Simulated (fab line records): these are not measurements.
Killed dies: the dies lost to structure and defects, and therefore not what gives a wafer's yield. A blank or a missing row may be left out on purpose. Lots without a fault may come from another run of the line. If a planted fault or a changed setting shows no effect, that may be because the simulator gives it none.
fab line records    flow nandHarc    part 2 of 2: steps 25 to 30 of 30
record: lots: 5  wafers: 15  lastDay: 32
route steps=1302 shown A_STAIRCASE@681
lots untouched by any fault: they come from a run of this same line in which no faults occurred
startH: hours from the record's opening day to when the first of the lot's shown wafers began    waitH: time in hours since the lot's previous step    " identical to the entry in the row above    L1.1+2: a row that stands for several wafers    - no value, or no start was given    * or withheld: withheld    < > ~ a bound
route shown NAME@n: a module of which the file shows steps, and the number in the route of the first    usual: average and standard deviation across the fault-free wafers    same: alike in all rows    chamber/n: place in a boat    sites: each site's reading    _std_site: the values' standard deviation    _edge_site: the outer-site mean with the inner-site mean subtracted    radiusMm: how far each site lies from the wafer's centre    mask NAME#n: copy n    behind: the most recent tool/chamber to have shaped the wafer    hold: why the lot went on hold/how many hours it stayed there/how the hold came to an end    device: the transistor (n, p or np) that didn't switch    end of line: tests run on the same wafers once the route is complete    a step with no rows: only its recipe    killed: dies lost to structure and defects at the first sort, not the wafer's yield    map: the dies of a wafer, with x for killed, . for not killed, _ for no die there
set.NAME: the setting that was run; set.NAME@STEP: the one run at that earlier step    model.NAME: the simulator's own value behind a step, which no gauge read
lots at some steps of the route; a table a step, a row a wafer
services: from which hour (startH, from the record's first day; less than 0 if before it) a tool's chamber was out of use, for how many hours, and why
== steps ==
step: NHARC_A_STAIRCASE_TRIM_193
recipe: timeS: 211.2  o2FlowSccm: 500  arFlowSccm: 0  biasW: 0  chemistry: O2
usual: drypumpMotorCurrentA: 5.5/0.52  oesProductAu: 1.000/0.0076  rfVppV: 57.8/0.84  showerheadPlenumPTorr: 3.48/0.12  throttleValvePct: 17.037/0.0098
lot.wafer  tool        chamber  startH  waitH  drypumpMotorCurrentA  oesProductAu  rfHoursCounterH  rfVppV  showerheadPlenumPTorr  throttleValvePct
L074.1     rieDiel-05  2        -       -      6.3                   0.991         45               58.0    3.48                   17.050
L074.2     "           0        "       "      6.1                   1.000         45               58.9    3.53                   17.033
L074.5     "           1        "       "      4.8                   1.001         -                58.5    3.62                   17.036
L078.3     rieDiel-04  2        -       -      5.2                   1.002         10               58.3    3.35                   17.025
L078.4     "           0        "       "      5.6                   1.002         9                57.6    3.40                   17.037
L078.2     "           1        "       "      5.9                   1.012         10               57.6    3.46                   17.034
L087.4     rieDiel-04  0        -       -      5.6                   1.001         41               58.7    3.39                   17.025
L087.3     "           2        "       "      5.1                   0.995         35               58.2    3.34                   17.039
L087.6     "           1        "       "      5.9                   1.002         -                57.7    3.45                   17.055
L089.4     rieDiel-02  0        -       -      5.1                   1.005         37               57.4    3.39                   17.045
L089.2     "           1        "       "      5.7                   1.002         34               58.6    3.79                   17.037
L089.5     "           3        "       "      5.6                   0.999         -                56.3    3.30                   17.043
L095.1     rieDiel-05  1        -       -      4.8                   0.998         51               57.2    3.58                   17.045
L095.5     "           3        "       "      4.9                   1.010         -                56.3    3.36                   17.020
L095.6     "           0        "       "      6.1                   0.999         -                57.9    3.50                   17.044
step: NHARC_A_STAIRCASE_ETCH_194
recipe: targetDepthA: 1000  timeS: 40.5  ionEnergyEv: 400  c4f8FlowSccm: 20  o2FlowSccm: 10  arFlowSccm: withheld  rfW: 600  biasW: 1000  chemistry: C4F8/O2
usual: oesProductAu: 0.943/0.011  rfVppV: 894/4.5
lot.wafer  tool        chamber  startH  waitH  oesProductAu  rfHoursCounterH  rfVppV
L074.1     rieDiel-05  3        -       -      0.931         42               891
L074.2     "           0        "       "      0.949         45               897
L074.5     "           0        "       "      0.945         -                897
L078.2     rieDiel-04  0        -       -      0.946         9                891
L078.4     "           2        "       "      0.938         10               889
L078.3     "           3        "       "      0.924         10               898
L087.3     rieDiel-04  1        -       -      0.959         40               892
L087.4     "           2        "       "      0.963         35               888
L087.6     "           0        "       "      0.947         -                891
L089.4     rieDiel-02  2        -       -      0.945         34               898
L089.2     "           0        "       "      0.956         37               891
L089.5     "           1        "       "      0.957         -                906
L095.1     rieDiel-05  3        -       -      0.927         47               889
L095.5     "           1        "       "      0.932         -                898
L095.6     "           2        "       "      0.928         -                893
step: NHARC_A_STAIRCASE_TRIM_196
recipe: timeS: 211.2  o2FlowSccm: 500  arFlowSccm: 0  biasW: 0  chemistry: O2
usual: drypumpMotorCurrentA: 5.6/0.51  oesProductAu: 1.000/0.0077  rfVppV: 57.6/0.85  showerheadPlenumPTorr: 3.47/0.11  throttleValvePct: 17.038/0.0096
lot.wafer  tool        chamber  startH  waitH  drypumpMotorCurrentA  oesProductAu  rfHoursCounterH  rfVppV  showerheadPlenumPTorr  throttleValvePct
L074.2     rieDiel-05  3        376.23  0.1    4.9                   0.997         42               57.8    3.39                   17.044
L074.1     "           0        "       "      6.1                   1.011         45               57.4    3.53                   17.031
L074.5     "           2        "       "      6.2                   0.994         -                57.3    3.47                   17.039
L078.4     rieDiel-04  3        397.51  0.1    6.2                   0.994         10               58.3    3.57                   17.057
L078.2     "           0        "       "      5.6                   1.007         10               56.4    3.40                   17.042
L078.3     "           1        "       "      5.9                   1.001         10               58.3    3.46                   17.042
L087.4     rieDiel-04  2        478.13  0.1    5.1                   1.007         35               57.8    3.34                   17.026
L087.3     "           3        "       "      6.2                   1.000         36               57.5    3.56                   17.036
L087.6     "           0        "       "      5.6                   1.010         -                56.6    3.39                   17.029
L089.4     rieDiel-04  3        501.41  0.1    6.2                   0.995         42               56.9    3.56                   17.040
L089.2     "           0        "       "      5.6                   0.993         46               58.4    3.38                   17.033
L089.5     "           2        "       "      5.1                   0.989         -                58.8    3.34                   17.040
L095.1     rieDiel-05  2        564.21  0.1    6.3                   1.001         48               57.2    3.44                   17.054
L095.5     "           3        "       "      4.9                   1.006         -                56.8    3.36                   17.039
L095.6     "           0        "       "      6.1                   1.007         -                58.7    3.49                   17.039
step: NHARC_A_STAIRCASE_ETCH_197
recipe: targetDepthA: 1000  timeS: 40.5  ionEnergyEv: 400  c4f8FlowSccm: 20  o2FlowSccm: 10  arFlowSccm: withheld  rfW: 600  biasW: 1000  chemistry: C4F8/O2
usual: oesProductAu: 0.954/0.019  rfVppV: 894/4
lot.wafer  tool        chamber  startH  waitH  oesProductAu  rfHoursCounterH  rfVppV
L074.1     rieDiel-05  1        -       -      0.931         49               901
L074.2     "           2        "       "      0.922         45               893
L074.5     "           0        "       "      0.947         -                895
L078.2     rieDiel-04  2        -       -      0.934         10               890
L078.3     "           0        "       "      0.959         10               891
L078.4     "           1        "       "      0.963         10               895
L087.3     rieDiel-04  3        -       -      0.945         36               900
L087.4     "           0        "       "      0.942         41               891
L087.6     "           3        "       "      0.935         -                897
L089.2     rieDiel-04  2        -       -      0.970         41               889
L089.4     "           3        "       "      0.977         42               897
L089.5     "           1        "       "      0.961         -                894
L095.1     rieDiel-05  1        -       -      0.938         51               898
L095.6     "           1        "       "      0.936         -                898
L095.5     "           2        "       "      0.943         -                893
step: NHARC_A_STAIRCASE_TRIM_198
recipe: timeS: 211.2  o2FlowSccm: 500  arFlowSccm: 0  biasW: 0  chemistry: O2
usual: drypumpMotorCurrentA: 5.6/0.52  oesProductAu: 1.000/0.0077  rfVppV: 57.6/0.87  showerheadPlenumPTorr: 3.47/0.11  throttleValvePct: 17.037/0.0083
lot.wafer  tool        chamber  startH  waitH  drypumpMotorCurrentA  oesProductAu  rfHoursCounterH  rfVppV  showerheadPlenumPTorr  throttleValvePct
L074.1     rieDiel-05  1        -       -      4.8                   1.011         49               57.1    3.62                   17.030
L074.2     "           3        "       "      4.9                   0.997         42               57.5    3.39                   17.009
L074.5     "           1        "       "      4.8                   1.004         -                59.4    3.62                   17.039
L078.2     rieDiel-04  2        -       -      5.2                   1.004         10               57.2    3.35                   17.030
L078.4     "           0        "       "      5.7                   1.007         10               56.0    3.40                   17.024
L078.3     "           1        "       "      5.9                   1.010         10               58.1    3.46                   17.048
L087.4     rieDiel-04  1        -       -      5.9                   1.009         41               58.3    3.45                   17.032
L087.3     "           3        "       "      6.2                   0.994         36               57.8    3.56                   17.031
L087.6     "           1        "       "      5.9                   0.995         -                58.4    3.45                   17.044
L089.4     rieDiel-04  0        -       -      5.6                   1.015         46               55.0    3.38                   17.033
L089.2     "           1        "       "      5.8                   1.012         46               57.6    3.44                   17.032
L089.5     "           2        "       "      5.2                   0.998         -                58.1    3.34                   17.040
L095.1     rieDiel-05  2        -       -      6.3                   0.981         49               57.2    3.44                   17.029
L095.6     "           3        "       "      4.9                   1.002         -                57.5    3.36                   17.042
L095.5     "           0        "       "      6.2                   0.997         -                57.9    3.49                   17.035
step: NHARC_A_STAIRCASE_ETCH_199
recipe: targetDepthA: 1000  timeS: 40.5  ionEnergyEv: 400  c4f8FlowSccm: 20  o2FlowSccm: 10  arFlowSccm: withheld  rfW: 600  biasW: 1000  chemistry: C4F8/O2
usual: oesProductAu: 0.948/0.015  rfVppV: 894/3.8
lot.wafer  tool        chamber  startH  waitH  oesProductAu  rfHoursCounterH  rfVppV
L074.2     rieDiel-05  2        -       -      0.941         46               893
L074.1     "           3        "       "      0.954         42               892
L074.5     "           3        "       "      0.948         -                891
L078.4     rieDiel-04  2        -       -      0.942         10               888
L078.2     "           3        "       "      0.936         10               898
L078.3     "           1        "       "      0.953         10               894
L087.3     rieDiel-04  1        -       -      0.934         41               893
L087.4     "           3        "       "      0.946         36               896
L087.6     "           1        "       "      0.935         -                894
L089.2     rieDiel-04  0        -       -      0.955         46               891
L089.4     "           2        "       "      0.927         42               886
L089.5     "           1        "       "      0.953         -                893
L095.1     rieDiel-05  1        -       -      0.950         51               898
L095.6     "           0        "       "      0.928         -                894
L095.5     "           1        "       "      0.943         -                899
== services ==
tool            chamber  startH  hours  kind
wetBench-09     -        352.80  8.0    pm
rieDiel-04      -        355.73  9.0    pm
rieDiel-04      0        355.73  9.0    ventCycle
rieDiel-04      1        355.73  9.0    ventCycle
rieDiel-02      3        394.60  6.4    repair
rieDiel-02      -        394.95  9.0    pm
krfScanner-03   -        396.00  4.0    pm
lithoTrack-02   -        402.00  7.0    pm
wetBench-04     -        403.20  8.0    pm
rieDiel-05      -        406.75  9.0    pm
lithoTrack-07   -        426.00  7.0    pm
plasmaAsher-02  -        426.60  9.0    pm
krfScanner-02   -        438.00  4.0    pm
lithoTrack-03   -        450.00  7.0    pm
wetBench-01     -        453.60  8.0    pm
krfScanner-02   -        478.68  0.6    repair
rieDiel-02      2        485.22  11.9   repair
wetBench-09     -        485.29  0.8    repair
rieDiel-04      -        518.10  0.4    repair
plasmaAsher-01  -        519.00  9.0    pm
wetBench-01     -        519.46  8.0    repair
wetBench-09     -        528.80  8.0    pm
rieDiel-04      -        532.73  9.0    pm
rieDiel-04      0        556.36  9.9    repair
